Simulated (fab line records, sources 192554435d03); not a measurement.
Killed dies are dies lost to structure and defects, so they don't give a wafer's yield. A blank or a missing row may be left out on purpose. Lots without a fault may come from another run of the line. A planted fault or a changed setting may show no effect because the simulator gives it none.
fab line records | flow n5_finfet
record lots=8 wafers=24 last_day=16
route steps=1938 shown BEOL_M4@1058 PASSIVATION@1936
lots that met no fault: from a run of the same line without faults
start_h: hours from the record's first day to the start of the lot's first wafer shown | wait_h: hours since the lot's step before | " the same as in the row above | L1.1+2: a row that stands for several wafers | - no value, or no start given | * or withheld: withheld | < > ~ a bound
route shown NAME@n: a module of which the file shows steps, and the number in the route of the first | usual: mean/standard deviation of fault-free wafers | same: alike in all rows | chamber/n: place in a boat | sites: the reading at each site | _std_site: their standard deviation | _edge_site: outer sites' mean less inner sites' | radius_mm: how far each site lies from the wafer's centre | mask NAME#n: copy n | behind: the tool/chamber that last shaped the wafer | hold: why the lot was held/for how many hours/how that ended | device: the transistor (n, p or np) that didn't switch | end of line: the same wafers' tests at the end of the route | a step without rows: its recipe alone | killed: dies lost to structure and defects at the first sort, not the wafer's yield | map: a wafer's dies, x killed, . not, _ none there
set.NAME: the setting as run; set.NAME@STEP: as run at that earlier step | model.NAME: the simulator's own value behind a step, which no gauge read
steps of the route over a sample of lots; a table a step, a row a wafer
services: from which hour (start_h, from the record's first day; less than 0 if before it) a tool's chamber was out of use, for how many hours, and why
## steps
# step N5_BEOL_M4_INSPECT_30
# recipe mode=adi inspect_instrument=brightfield
# usual raw_defect_count=433/92
# columns lot.wafer tool chamber start_h wait_h raw_defect_count
L283.2 defect_inspect-02 - 158.46 0.0 493
L283.3 " - " " 460
L283.4 " - " " 565
L287.1 defect_inspect-01 - 185.40 0.1 468
L287.4 " - " " 453
L287.5 " - " " 466
L293.1 defect_inspect-02 - 208.69 0.1 434
L293.3 " - " " 325
L293.6 " - " " 361
L294.2 defect_inspect-02 - 227.63 0.0 477
L294.5 " - " " 469
L294.6 " - " " 535
L301.4 defect_inspect-02 - 269.32 0.0 531
L301.5 " - " " 364
L301.6 " - " " 420
L304.1 defect_inspect-02 - 280.43 0.1 514
L304.2 " - " " 473
L304.3 " - " " 405
L302.1 defect_inspect-02 - 283.85 0.1 498
L302.4 " - " " 428
L302.6 " - " " 459
L303.1 defect_inspect-01 - 287.49 0.1 223
L303.2 " - " " 361
L303.3 " - " " 427
# step N5_BEOL_M4_ETCHBACK_99
# recipe chemistry=CHF3 target=SiO2 target_depth_a=50 time_s=10.4 source_w=215 bias_w=47 Ar_flow_sccm=200 CHF3_flow_sccm=12 ion_energy_ev=100 pressure_mtorr=30
# usual bias_w=46.99/0.15 chamber_pressure_mTorr=29.998/0.028 drypump_motor_current_A=5.8/0.44 oes_f_703_au=0.79/0.08 oes_product_au=0.79/0.084 rf_vpp_V=240.2/2.1 showerhead_plenum_p_Torr=2.18/0.082 throttle_valve_pct=17.04/0.22
# columns lot.wafer tool chamber start_h wait_h bias_w chamber_pressure_mTorr drypump_motor_current_A oes_f_703_au oes_product_au rf_hours_counter_h rf_vpp_V showerhead_plenum_p_Torr throttle_valve_pct
L283.2 rie_diel-01 1 162.58 3.9 46.82 29.950 5.6 0.86 0.86 46 243.8 2.28 16.82
L283.3 " 2 " " 47.14 29.978 5.0 0.71 0.70 232 238.5 2.21 17.43
L283.4 " 0 " " 46.88 29.986 5.7 0.74 0.74 172 238.5 2.07 17.31
L287.1 rie_diel-06 3 189.19 3.5 47.38 29.983 6.4 0.76 0.76 135 240.5 2.15 17.31
L287.4 " 1 " " 47.19 29.971 5.0 0.90 0.90 19 236.6 2.11 16.85
L287.5 " 3 " " 47.28 30.023 6.4 0.77 0.76 - 239.8 2.15 17.30
L293.1 rie_diel-06 0 214.54 5.6 46.95 30.007 5.7 0.88 0.90 34 239.8 2.10 16.84
L293.3 " 1 " " 46.85 30.021 5.0 0.89 0.89 27 238.0 2.11 16.88
L293.6 " 1 " " 46.86 29.958 5.0 0.89 0.89 - 236.8 2.11 16.89
L294.2 rie_diel-06 2 237.47 9.5 47.19 30.008 5.4 0.74 0.73 193 239.6 2.22 17.47
L294.5 " 0 " " 47.00 29.975 5.7 0.87 0.88 - 240.5 2.10 16.85
L294.6 " 3 " " 46.96 29.985 6.4 0.75 0.76 - 240.2 2.15 17.33
L301.4 rie_diel-02 2 273.50 3.5 46.73 29.993 6.1 0.76 0.75 141 241.8 2.25 17.01
L301.5 " 1 " " 47.01 29.974 6.5 0.69 0.69 - 238.0 2.20 17.20
L301.6 " 0 " " 47.20 29.974 5.5 0.90 0.90 - 239.9 2.29 16.73
L304.1 rie_diel-01 3 281.76 1.0 46.75 29.969 6.2 0.74 0.74 170 241.8 2.23 17.10
L304.2 " 1 " " 46.99 29.972 5.6 0.80 0.81 98 244.7 2.26 16.94
L304.3 " 2 " " 46.89 29.993 5.0 0.97 0.96 4 237.4 2.20 17.01
L302.1 rie_diel-02 0 284.78 0.1 47.09 30.011 5.5 0.90 0.90 30 242.1 2.29 16.75
L302.4 " 2 " " 46.90 30.018 6.1 0.76 0.75 - 242.7 2.25 17.01
L302.6 " 3 " " 46.92 29.968 5.9 0.73 0.73 - 242.8 2.07 17.01
L303.1 rie_diel-01 3 289.14 1.2 47.18 29.954 6.2 0.74 0.73 173 242.7 2.23 17.11
L303.2 " 2 " " 47.16 30.040 5.0 0.96 0.95 7 236.9 2.20 17.00
L303.3 " 1 " " 47.10 30.010 5.6 0.79 0.80 101 244.3 2.26 16.93
# step N5_BEOL_M4_TRENCH_ETCH_37
# recipe chemistry=C4F6/O2 target_depth_a=555.55 target=SiOC time_s=29.2 ion_energy_ev=250 pressure_mtorr=30 source_w=355 bias_w=185 Ar_flow_sccm=300 C4F6_flow_sccm=10 O2_flow_sccm=10
# usual bias_w=185.0/0.56 chamber_pressure_mTorr=29.997/0.026 drypump_motor_current_A=5.8/0.44 oes_f_703_au=0.79/0.079 oes_product_au=0.79/0.083 rf_fwd_power_W=350.5/1.7 rf_vpp_V=664/5.4 showerhead_plenum_p_Torr=2.88/0.1 throttle_valve_pct=20.82/0.21
# columns lot.wafer tool chamber start_h wait_h bias_w chamber_pressure_mTorr drypump_motor_current_A oes_f_703_au oes_product_au rf_fwd_power_W rf_hours_counter_h rf_vpp_V showerhead_plenum_p_Torr throttle_valve_pct
L283.2 rie_diel-01 1 162.82 - 184.9 29.967 5.6 0.85 0.86 348.8 46 675 3.01 20.62
L283.3 " 2 " " 183.8 29.943 5.0 0.72 0.70 352.1 232 656 2.92 21.21
L283.4 " 0 " " 185.9 30.030 5.6 0.74 0.73 351.3 172 657 2.74 21.09
L287.1 rie_diel-06 3 189.43 - 184.4 30.000 6.4 0.76 0.77 349.8 135 664 2.85 21.11
L287.4 " 1 " " 185.5 30.017 5.0 0.90 0.91 344.1 19 658 2.80 20.69
L287.5 " 3 " " 185.4 29.990 6.4 0.76 0.76 347.3 - 663 2.85 21.12
L293.1 rie_diel-06 0 214.78 - 185.2 30.012 5.7 0.89 0.89 351.1 34 665 2.78 20.65
L293.3 " 1 " " 184.6 29.989 5.0 0.88 0.88 347.7 27 658 2.79 20.69
L293.6 " 1 " " 184.5 29.957 5.0 0.87 0.88 346.2 - 659 2.79 20.70
L294.2 rie_diel-06 2 237.72 - 185.5 30.005 5.4 0.94 0.77 436.1 193 594 2.93 21.26
L294.5 " 0 " " 184.6 30.000 5.7 0.87 0.88 351.6 - 665 2.78 20.66
L294.6 " 3 " " 184.2 30.003 6.4 0.75 0.75 348.3 - 662 2.84 21.13
L301.4 rie_diel-02 2 273.75 - 184.7 30.016 6.1 0.77 0.75 352.2 141 666 2.97 20.79
L301.5 " 1 " " 184.8 30.003 6.5 0.69 0.68 352.5 - 660 2.90 20.92
L301.6 " 0 " " 185.4 29.987 5.5 0.90 0.90 352.5 - 665 3.02 20.54
L304.1 rie_diel-01 3 282.00 - 185.2 30.034 6.2 0.74 0.73 351.4 170 670 2.94 20.85
L304.2 " 1 " " 184.0 30.010 5.6 0.79 0.79 349.0 99 673 2.98 20.70
L304.3 " 2 " " 184.7 29.971 5.0 0.97 0.97 349.7 5 656 2.91 20.84
L302.1 rie_diel-02 0 285.02 - 183.7 30.021 5.5 0.89 0.90 350.7 31 666 3.02 20.55
L302.4 " 2 " " 185.9 29.971 6.1 0.76 0.75 349.9 - 666 2.97 20.78
L302.6 " 3 " " 185.7 30.016 5.8 0.72 0.72 350.8 - 667 2.74 20.76
L303.1 rie_diel-01 3 289.38 - 185.3 29.995 6.2 0.75 0.73 351.9 173 670 2.94 20.85
L303.2 " 2 " " 185.3 29.984 5.0 0.96 0.94 350.8 7 657 2.91 20.85
L303.3 " 1 " " 185.1 29.999 5.6 0.79 0.78 349.0 101 673 2.98 20.71
# step N5_BEOL_M4_OCD_MEAS_38
# usual trench_depth_nm=55.5/0.77
# columns lot.wafer tool chamber start_h wait_h trench_depth_nm
L283.2 ocd-01 - 162.97 - 55.2
L283.3 " - " " 54.7
L283.4 " - " " 54.5
L287.1 ocd-01 - 189.59 - 55.4
L287.4 " - " " 55.4
L287.5 " - " " 55.6
L293.1 ocd-02 - 214.93 - 56.4
L293.3 " - " " 54.9
L293.6 " - " " 54.8
L294.2 ocd-01 - 237.87 - 60.2
L294.5 " - " " 56.2
L294.6 " - " " 54.7
L301.4 ocd-01 - 273.91 - 54.9
L301.5 " - " " 54.9
L301.6 " - " " 56.4
L304.1 ocd-02 - 282.15 - 55.0
L304.2 " - " " 55.3
L304.3 " - " " 56.5
L302.1 ocd-01 - 285.18 - 56.4
L302.4 " - " " 55.0
L302.6 " - " " 55.2
L303.1 ocd-02 - 289.53 - 56.0
L303.2 " - " " 55.6
L303.3 " - " " 54.9
# step N5_BEOL_M4_CD_MEAS_35
# recipe target_cd_nm=18 target_cd_y_nm=22.4 polarity=opening
# usual cd_nm=18.0/0.33
# columns lot.wafer tool chamber start_h wait_h cd_nm
L283.2 cd_sem-01 - 163.13 0.0 17.9
L283.3 " - " " 17.6
L283.4 " - " " 17.7
L287.1 cd_sem-02 - 189.74 0.0 17.8
L287.4 " - " " 17.7
L287.5 " - " " 18.0
L293.1 cd_sem-01 - 215.08 0.0 17.4
L293.3 " - " " 17.8
L293.6 " - " " 18.0
L294.2 cd_sem-03 - 238.15 0.0 18.2
L294.5 " - " " 18.4
L294.6 " - " " 18.2
L301.4 cd_sem-02 - 274.06 0.0 18.2
L301.5 " - " " 18.3
L301.6 " - " " 18.0
L304.1 cd_sem-03 - 282.40 0.0 17.7
L304.2 " - " " 17.8
L304.3 " - " " 17.7
L302.1 cd_sem-02 - 285.33 0.0 18.4
L302.4 " - " " 18.5
L302.6 " - " " 18.2
L303.1 cd_sem-01 - 289.78 0.0 17.8
L303.2 " - " " 18.2
L303.3 " - " " 17.8
# step N5_BEOL_M4_THK_MEAS_53
# recipe thk_meas_gauge=xrf reads=Cu_of_BEOL_M4_ECD_50
# usual M4_THK=39.9/1.2
# columns lot.wafer tool chamber start_h wait_h M4_THK[nm]
L283.2 film_metro-02 - 166.74 - 40.6
L283.3 " - " " 38.5
L283.4 " - " " 39.1
L287.1 film_metro-02 - 195.00 - 41.4
L287.4 " - " " 40.6
L287.5 " - " " 40.6
L293.1 film_metro-01 - 218.39 - 40.1
L293.3 " - " " 38.2
L293.6 " - " " 39.3
L294.2 film_metro-01 - 241.67 - 44.4
L294.5 " - " " 40.1
L294.6 " - " " 40.8
L301.4 film_metro-02 - 277.61 - 39.5
L301.5 " - " " 40.0
L301.6 " - " " 42.9
L304.1 film_metro-02 - 286.07 - 37.8
L304.2 " - " " 37.9
L304.3 " - " " 39.4
L302.1 film_metro-02 - 288.66 - 40.3
L302.4 " - " " 38.7
L302.6 " - " " 38.2
L303.1 film_metro-02 - 294.17 - 39.8
L303.2 " - " " 39.1
L303.3 " - " " 37.8
# step N5_BEOL_M4_RS_MEAS_58
# recipe thk_meas_gauge=four-point-probe reads=Co_of_BEOL_M4_CO_CAP_55+Cu_of_BEOL_M4_ECD_50+Co_of_BEOL_M4_CVD_47+TaN_of_BEOL_M4_ALD_84
# usual M4_RS=0.672/0.027
# columns lot.wafer tool chamber start_h wait_h M4_RS[ohm/sq]
L283.2 film_metro-02 - 167.00 0.1 0.654
L283.3 " - " " 0.702
L283.4 " - " " 0.688
L287.1 film_metro-02 - 195.29 0.1 0.636
L287.4 " - " " 0.652
L287.5 " - " " 0.654
L293.1 film_metro-02 - 218.68 0.1 0.665
L293.3 " - " " 0.710
L293.6 " - " " 0.686
L294.2 film_metro-02 - 241.93 0.1 0.588
L294.5 " - " " 0.669
L294.6 " - " " 0.655
L301.4 film_metro-01 - 277.90 0.1 0.677
L301.5 " - " " 0.667
L301.6 " - " " 0.613
L304.1 film_metro-01 - 286.33 0.0 0.719
L304.2 " - " " 0.711
L304.3 " - " " 0.683
L302.1 film_metro-02 - 288.92 0.0 0.662
L302.4 " - " " 0.698
L302.6 " - " " 0.710
L303.1 film_metro-02 - 294.45 0.0 0.673
L303.2 " - " " 0.685
L303.3 " - " " 0.711
# step N5_BEOL_M4_RC_MEAS_101
# usual DIBL_N=36.5/1.4 DIBL_P=36.6/1.6 IOFF_N=0.160/0.024 IOFF_P=0.217/0.029 ION_N=674/8.7 ION_P=464/6.5 SS_N=71.6/0.47 SS_P=73.4/0.57 VT_N=250.0/2.5 VT_P=-250/3.1
# columns lot.wafer tool chamber start_h wait_h DIBL_N[mV/V] DIBL_P[mV/V] IOFF_N[nA/um] IOFF_P[nA/um] ION_N[uA/um] ION_P[uA/um] SS_N[mV/dec] SS_P[mV/dec] VT_N[mV] VT_P[mV]
L283.2 prober-02 0 167.21 0.2 38.0 37.7 0.172 0.236 676 466 71.7 72.8 250.4 -248
L283.3 " 0 " " 39.3 38.8 0.190 0.250 676 466 72.2 73.7 247.5 -247
L283.4 " 0 " " 36.9 36.6 0.149 0.218 673 468 71.5 73.6 252.5 -250
L287.1 prober-01 0 195.34 0.0 37.1 37.2 0.180 0.253 687 474 71.6 73.5 247.7 -247
L287.4 " 0 " " 36.6 36.7 0.178 0.256 675 468 71.7 72.6 247.2 -246
L287.5 " 0 " " 36.3 36.3 0.169 0.241 684 475 71.6 73.6 244.9 -245
L293.1 prober-02 0 218.91 0.2 38.4 37.1 0.194 0.234 675 462 71.9 73.4 245.2 -250
L293.3 " 0 " " 37.3 36.7 0.182 0.243 687 467 71.9 74.1 248.5 -250
L293.6 " 0 " " 37.9 36.9 0.184 0.232 680 469 71.9 73.7 245.5 -251
L294.2 prober-02 0 242.14 0.2 39.2 39.4 0.188 0.213 679 461 72.3 74.0 248.0 -251
L294.5 " 0 " " 40.3 40.9 0.209 0.247 668 456 72.9 75.4 247.4 -249
L294.6 " 0 " " 38.9 39.0 0.170 0.197 674 455 72.2 74.6 250.9 -254
L301.4 prober-01 0 278.41 0.5 36.7 38.8 0.167 0.226 666 463 72.0 74.2 249.4 -253
L301.5 " 0 " " 36.8 39.0 0.173 0.231 669 459 71.6 73.8 250.7 -250
L301.6 " 0 " " 35.0 36.9 0.146 0.194 672 460 71.7 73.3 250.6 -252
L304.1 prober-01 0 286.38 0.0 35.9 35.8 0.153 0.224 681 465 71.5 73.0 249.2 -249
L304.2 " 0 " " 34.7 34.1 0.133 0.208 670 466 70.7 73.3 252.9 -246
L304.3 " 0 " " 35.5 34.8 0.139 0.221 662 465 71.4 73.3 250.5 -246
L302.1 prober-02 0 288.97 0.0 36.2 36.9 0.150 0.209 667 461 72.2 73.3 252.9 -251
L302.4 " 0 " " 35.5 36.7 0.149 0.202 673 465 71.7 73.1 250.4 -252
L302.6 " 0 " " 36.5 37.8 0.161 0.225 674 464 72.0 73.4 252.8 -250
L303.1 prober-01 0 294.50 0.0 36.0 36.0 0.152 0.212 674 466 71.5 72.5 253.1 -250
L303.2 " 0 " " 35.5 34.9 0.131 0.190 667 456 71.3 72.5 253.4 -251
L303.3 " 0 " " 34.7 33.0 0.125 0.175 667 465 71.0 72.0 252.4 -250
# step N5_PASSIVATION_PROBE_49
# usual defect_limited_yield=91.2/1.4 killed_at_M0_to_M3=34/9.4 killed_at_M4_up=13/5.8 killed_at_contacts=13/6.4 killed_at_front_end=41/11 killed_at_other=3.1/2.3 killed_dies=103/16 killed_open=69/12 killed_short=33/7.8 sort_bin_5_function=5.1/0.91 sort_bin_6_memory=3.3/0.63 sort_n_pass=1077/16 sort_yield_pct=91.2/1.4
# same gross_dies=1180 killed_at_back_side=0 sort_bin_4_leakage[%]=0 sort_bin_8_speed[%]=0
# columns lot.wafer tool chamber start_h wait_h defect_limited_yield[%] killed_at_M0_to_M3 killed_at_M4_up killed_at_contacts killed_at_front_end killed_at_other killed_dies killed_open killed_short sort_bin_5_function[%] sort_bin_6_memory[%] sort_n_pass sort_yield_pct[%]
L283.2 prober-01 - 270.42 0.1 90.3 22 8 32 49 3 114 76 36 6.5 3.0 1066 90.3
L283.3 prober-01 - 270.47 0.1 92.0 27 15 17 33 2 94 54 38 4.2 3.3 1086 92.0
L283.4 prober-01 - 270.52 0.2 91.9 19 17 22 30 7 95 65 29 4.7 2.9 1085 91.9
L287.1 prober-02 - 295.14 0.0 89.9 31 21 9 53 5 119 81 37 6.2 3.7 1061 89.9
L287.4 prober-02 - 295.29 0.2 91.1 22 13 22 45 3 105 62 43 4.9 3.6 1075 91.1
L287.5 prober-02 - 295.34 0.2 93.2 23 13 10 33 1 80 52 27 3.7 2.8 1100 93.2
L294.2 prober-01 - 343.46 0.1 91.9 28 12 8 45 2 95 59 35 5.1 2.7 1085 91.9
L294.5 prober-01 - 343.61 0.2 92.4 25 12 12 40 1 90 58 30 4.9 2.2 1090 92.4
L294.6 prober-01 - 343.66 0.3 94.2 10 11 9 38 0 68 42 26 3.6 1.6 1112 94.2
L303.1 prober-02 - 386.68 0.0 90.1 48 7 15 46 1 117 70 42 5.9 3.3 1063 90.1
L303.2 prober-02 - 386.73 0.1 91.6 32 16 12 37 2 99 71 25 5.0 3.2 1081 91.6
L303.3 prober-02 - 386.78 0.1 90.7 29 17 23 41 0 110 71 37 4.7 4.2 1070 90.7
# killed by level:class
L283.2 MOL_CONTACT_COAG:geometric_particle:open=24 MOL_CONTACT_COAG:geometric_particle:short=8 DUMMY_GATE:geometric_particle:open=7 BEOL_M1:geometric_particle:open=7 FIN_SAQP:geometric_particle:open=6 STI_FIN_REVEAL:geometric_particle:open=5 GATE_CUT:geometric_particle:short=5 GATE_CUT:geometric_particle:open=5
L283.3 MOL_CONTACT_COAG:geometric_particle:open=11 STI_FIN_REVEAL:geometric_particle:open=7 BEOL_M1:geometric_particle:open=7 MOL_CONTACT_COAG:geometric_particle:short=6 STARTING-WAFER:geometric_particle:short=6 GATE_CUT:geometric_particle:short=5 BEOL_M2:geometric_particle:open=5 BEOL_M4:geometric_particle:open=5
L283.4 MOL_CONTACT_COAG:geometric_particle:open=20 STI_FIN_REVEAL:geometric_particle:open=7 BEOL_M4:geometric_particle:open=7 BEOL_M2:geometric_particle:open=6 BEOL_M3:geometric_particle:open=5 STARTING-WAFER:geometric_particle:short=4 BEOL_M4:geometric_particle:short=4 BEOL_M5:geometric_particle:open=4
L287.1 STI_FIN_REVEAL:geometric_particle:open=18 FIN_SAQP:geometric_particle:open=9 MOL_CONTACT_COAG:geometric_particle:open=9 BEOL_M2:geometric_particle:short=8 BEOL_M4:geometric_particle:open=8 GATE_CUT:geometric_particle:short=7 BEOL_M2:geometric_particle:open=6 DUMMY_GATE:geometric_particle:open=5
L287.4 MOL_CONTACT_COAG:geometric_particle:open=19 FIN_SAQP:geometric_particle:short=15 FIN_SAQP:geometric_particle:open=12 BEOL_M5:geometric_particle:open=7 STI_FIN_REVEAL:geometric_particle:open=6 GATE_CUT:geometric_particle:short=6 BEOL_M2:geometric_particle:open=5 BEOL_M1:geometric_particle:open=4
L287.5 FIN_SAQP:geometric_particle:open=10 MOL_CONTACT_COAG:geometric_particle:open=9 BEOL_M0_SAQP:geometric_particle:short=7 FIN_SAQP:geometric_particle:short=6 BEOL_M0_SAQP:geometric_particle:open=6 BEOL_M2:geometric_particle:open=5 STARTING-WAFER:geometric_particle:short=5 STI_FIN_REVEAL:geometric_particle:open=4
L294.2 BEOL_M2:geometric_particle:open=14 STI_FIN_REVEAL:geometric_particle:open=12 FIN_SAQP:geometric_particle:short=11 GATE_CUT:geometric_particle:short=6 MOL_CONTACT_COAG:geometric_particle:open=6 FIN_SAQP:geometric_particle:open=5 BEOL_M0_SAQP:geometric_particle:short=5 BEOL_M0_SAQP:geometric_particle:open=5
L294.5 MOL_CONTACT_COAG:geometric_particle:open=8 FIN_SAQP:geometric_particle:short=7 STI_FIN_REVEAL:geometric_particle:open=7 BEOL_M2:geometric_particle:open=7 FIN_SAQP:geometric_particle:open=6 BEOL_M0_SAQP:geometric_particle:short=6 SPACER0:geometric_particle:open=4 MOL_CONTACT_COAG:geometric_particle:short=4
L294.6 FIN_SAQP:geometric_particle:short=10 STI_FIN_REVEAL:geometric_particle:open=7 MOL_CONTACT_COAG:geometric_particle:open=7 FIN_SAQP:geometric_particle:open=6 BEOL_M0_SAQP:geometric_particle:short=6 GATE_CUT:geometric_particle:open=4 BEOL_M4:geometric_particle:open=4 STARTING-WAFER:geometric_particle:open=3
L303.1 FIN_SAQP:geometric_particle:open=11 MOL_CONTACT_COAG:geometric_particle:open=11 BEOL_M3:geometric_particle:open=11 BEOL_M0_SAQP:geometric_particle:short=9 STI_FIN_REVEAL:geometric_particle:open=7 BEOL_M0_SAQP:geometric_particle:open=7 FIN_SAQP:geometric_particle:short=6 BEOL_M2:geometric_particle:open=6
L303.2 BEOL_M3:geometric_particle:open=15 MOL_CONTACT_COAG:geometric_particle:open=11 FIN_SAQP:geometric_particle:open=8 GATE_CUT:geometric_particle:open=8 STI_FIN_REVEAL:geometric_particle:open=7 BEOL_M7:geometric_particle:open=4 BEOL_M3:geometric_particle:short=4 GATE_CUT:geometric_particle:short=4
L303.3 MOL_CONTACT_COAG:geometric_particle:open=14 STI_FIN_REVEAL:geometric_particle:open=12 MOL_CONTACT_COAG:geometric_particle:short=9 BEOL_M1:geometric_particle:open=8 FIN_SAQP:geometric_particle:short=7 BEOL_M0_SAQP:geometric_particle:open=5 BEOL_M7:geometric_particle:open=5 BEOL_M3:geometric_particle:open=4
## services
# columns tool chamber start_h hours kind
rie_diel-06 - 152.14 4.3 pm
rie_diel-02 - 161.27 0.4 repair
rie_diel-02 0 168.03 - clean
rie_diel-02 0 168.03 - consumable_replace:focus_ring
rie_diel-02 0 168.03 - consumable_replace:showerhead
rie_diel-02 0 168.03 16.3 scheduled_down
rie_diel-02 0 168.03 16.3 vent_cycle
rie_diel-01 2 185.30 17.7 repair
rie_diel-02 1 195.81 5.5 repair
rie_diel-02 3 198.03 6.0 repair
rie_diel-01 2 231.57 - clean
rie_diel-01 2 231.57 - consumable_replace:focus_ring
rie_diel-01 2 231.57 32.8 scheduled_down
rie_diel-01 2 231.57 32.8 vent_cycle
rie_diel-02 - 241.53 15.6 pm
rie_diel-06 1 266.28 23.2 repair
rie_diel-02 1 277.02 - clean
rie_diel-02 1 277.02 - consumable_replace:focus_ring
rie_diel-02 1 277.02 15.9 scheduled_down
rie_diel-02 1 277.02 15.9 vent_cycle
## key
first_sign step=N5_BEOL_M4_TRENCH_ETCH_37 reading=rf_fwd_power_W direction=up sigmas=50 usual=* struck=*
effect step=N5_BEOL_M4_TRENCH_ETCH_37 reading=rf_vpp_V direction=down sigmas=13 usual=664 struck=594
effect step=N5_BEOL_M4_OCD_MEAS_38 reading=trench_depth_nm direction=up sigmas=6.2 usual=55.5 struck=60.2
effect step=N5_BEOL_M4_THK_MEAS_53 reading=M4_THK direction=up sigmas=3.6 usual=39.9 struck=44.4
effect step=N5_BEOL_M4_RS_MEAS_58 reading=M4_RS direction=down sigmas=3.2 usual=0.672 struck=0.588
met_at N5_BEOL_M4_TRENCH_ETCH_37
struck_lots L294
struck_wafers L294.2
not_acting_at N5_BEOL_M4_INSPECT_30,N5_BEOL_M4_ETCHBACK_99,N5_BEOL_M4_CD_MEAS_35
fault kind=process_parameter_drift tool=rie_diel-06 chamber=2 onset_h=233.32 steps=N5_BEOL_M4_TRENCH_ETCH_37 channel=source_w offset=85.2 shape=step end_h=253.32 acts_in=these_recipes_only stated=355
